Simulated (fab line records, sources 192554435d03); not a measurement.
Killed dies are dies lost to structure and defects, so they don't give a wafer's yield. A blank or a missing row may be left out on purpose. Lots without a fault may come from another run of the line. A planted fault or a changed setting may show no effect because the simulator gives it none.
Split-lot experiment | flow n5_finfet | 7 lots, 21 wafers read, on a route of 1938 steps

THE SPLIT
At N5_BEOL_M4_COAT_22 (resist thk 30 nm), the setting spin_rpm was moved away from the recipe's 1500 rpm on 7 of the 21 wafers read, by -9.5% to +10.3%. The other wafers ran this setting at the recipe's value.

FROM THE SPLIT TO THE READING: what the file shows between them, 5 steps
- N5_BEOL_M4_EXPOSE_25: exposes mask V3, defocus 5 nm (also split here: dose_mj)
- N5_BEOL_M4_PEB_26: peb time 60 s
- N5_BEOL_M4_DEVELOP_27: develop time 30 s
- N5_BEOL_M4_DESCUM_33: chemistry O2, time 7 s
- N5_BEOL_M4_ALD_98: deposits SiO2, target thk 2.5 nm, pulse time 1 s, co reactant pulse time 1 s (also split here: temp_c)

THE READING
CAR-EUV_of_BEOL_M4_COAT_22.thk_nm (the simulator's own value, which no gauge read), in nm, at N5_BEOL_M4_ETCHBACK_99 (etches SiO2 in CHF3, target depth 5 nm, time 10.4 s). The file gives no usual value for it. The 14 wafers here that ran the recipe average 10.4 nm, standard deviation 0.1 nm.

wafer  | tool, chamber at the split | spin_rpm as run, rpm | against the recipe | CAR-EUV_of_BEOL_M4_COAT_22.thk_nm, nm | against lot-mates on the recipe
L082.2 | litho_track-02, 0          | 1500                 | recipe             | 10.6                                  | -
L082.5 | litho_track-02, 0          | 1500                 | recipe             | 10.6                                  | -
L082.3 | litho_track-02, 0          | 1500                 | recipe             | 10.4                                  | -
L083.4 | litho_track-02, 0          | 1500                 | recipe             | 10.4                                  | -
L083.5 | litho_track-02, 0          | 1500                 | recipe             | 10.4                                  | -
L083.6 | litho_track-02, 0          | 1500                 | recipe             | 10.4                                  | -
L084.2 | litho_track-02, 0          | 1452                 | -3.2%              | 11                                    | +0.6
L084.4 | litho_track-02, 0          | 1500                 | recipe             | 10.4                                  | -
L084.5 | litho_track-02, 0          | 1500                 | recipe             | 10.4                                  | -
L085.2 | litho_track-03, 0          | 1500                 | recipe             | 10.4                                  | -
L085.3 | litho_track-03, 0          | 1358                 | -9.5%              | 12                                    | +1.6
L085.5 | litho_track-03, 0          | 1358                 | -9.5%              | 12                                    | +1.6
L088.1 | litho_track-03, 0          | 1500                 | recipe             | 10.4                                  | -
L088.5 | litho_track-03, 0          | 1500                 | recipe             | 10.4                                  | -
L088.2 | litho_track-03, 0          | 1500                 | recipe             | 10.6                                  | -
L093.1 | litho_track-02, 0          | 1654                 | +10.3%             | 8.8                                   | no lot-mate on the recipe
L093.3 | litho_track-02, 0          | 1654                 | +10.3%             | 8.8                                   | no lot-mate on the recipe
L093.4 | litho_track-02, 0          | 1654                 | +10.3%             | 9                                     | no lot-mate on the recipe
L096.1 | litho_track-03, 0          | 1500                 | recipe             | 10.4                                  | -
L096.3 | litho_track-03, 0          | 1500                 | recipe             | 10.2                                  | -
L096.4 | litho_track-03, 0          | 1573                 | +4.9%              | 9.6                                   | -0.7

THE FIT
A straight line over all 21 wafers: CAR-EUV_of_BEOL_M4_COAT_22.thk_nm changes by -0.159 nm for each +1% of spin_rpm; r = -0.99; the points scatter about the line by 0.1 nm.
The same after taking each lot's own level away (the mean of its wafers on the recipe; 18 wafers): -0.166 nm for each +1%; r = -0.99; scatter 0.074 nm.
On that fit, the largest move of spin_rpm shifts the reading by 1.7 nm.
The lots' own levels span 10.30 to 10.53 nm, that is 2.3 times the standard deviation above.
So the lot-to-lot level changes the slope little: the two slopes agree.
Check: with one of the wafers moved furthest among these (-9.5%) left out of the fit, the line predicts +1.57 nm for it against its lot-mates. It came out at +1.6 nm against them.

OTHER SPLITS ON THESE WAFERS
These wafers also went through other splits before the reading. Each is held against what the fit with the lots' levels taken away leaves over:
other split on the same wafers               | wafers away from the commonest value | r with CAR-EUV_of_BEOL_M4_COAT_22.thk_nm (lot level and that fit taken away)
N5_MOL_CONTACT_COAG_CONTACT_ETCH_14 source_w | 4                                    | -0.24
N5_MOL_CONTACT_COAG_VIA_ETCH_117 bias_w      | 5                                    | +0.24
N5_BEOL_M2_ILD_DEP_00 time_s                 | 9                                    | +0.27
N5_BEOL_M2_DEP_57 time_s                     | 10                                   | -0.12
N5_BEOL_M4_EXPOSE_25 dose_mj                 | 10                                   | +0.12
N5_BEOL_M4_ALD_98 temp_c                     | 6                                    | +0.50

THE WHOLE CHAIN: every reading that the file lists as answering this split, in the file's order
step                   | what it does                                        | reading                                                                            | change (the file's fit)               | r (the file's)
N5_BEOL_M4_COAT_22     | resist thk 30 nm                                    | CAR-EUV_of_BEOL_M4_COAT_22.thk_nm (the simulator's own value, which no gauge read) | -0.154 nm for each +1% of the setting | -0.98
N5_BEOL_M4_DEVELOP_27  | develop time 30 s                                   | CAR-EUV_of_BEOL_M4_COAT_22.thk_nm (the simulator's own value, which no gauge read) | -0.144 nm for each +1% of the setting | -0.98
N5_BEOL_M4_DESCUM_33   | chemistry O2, time 7 s                              | CAR-EUV_of_BEOL_M4_COAT_22.thk_nm (the simulator's own value, which no gauge read) | -0.162 nm for each +1% of the setting | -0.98
N5_BEOL_M4_ETCHBACK_99 | etches SiO2 in CHF3, target depth 5 nm, time 10.4 s | CAR-EUV_of_BEOL_M4_COAT_22.thk_nm (the simulator's own value, which no gauge read) | -0.166 nm for each +1% of the setting | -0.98

THE FILE'S OWN FIT
CAR-EUV_of_BEOL_M4_COAT_22.thk_nm changes by -0.166 nm for each +1% of spin_rpm, r = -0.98.
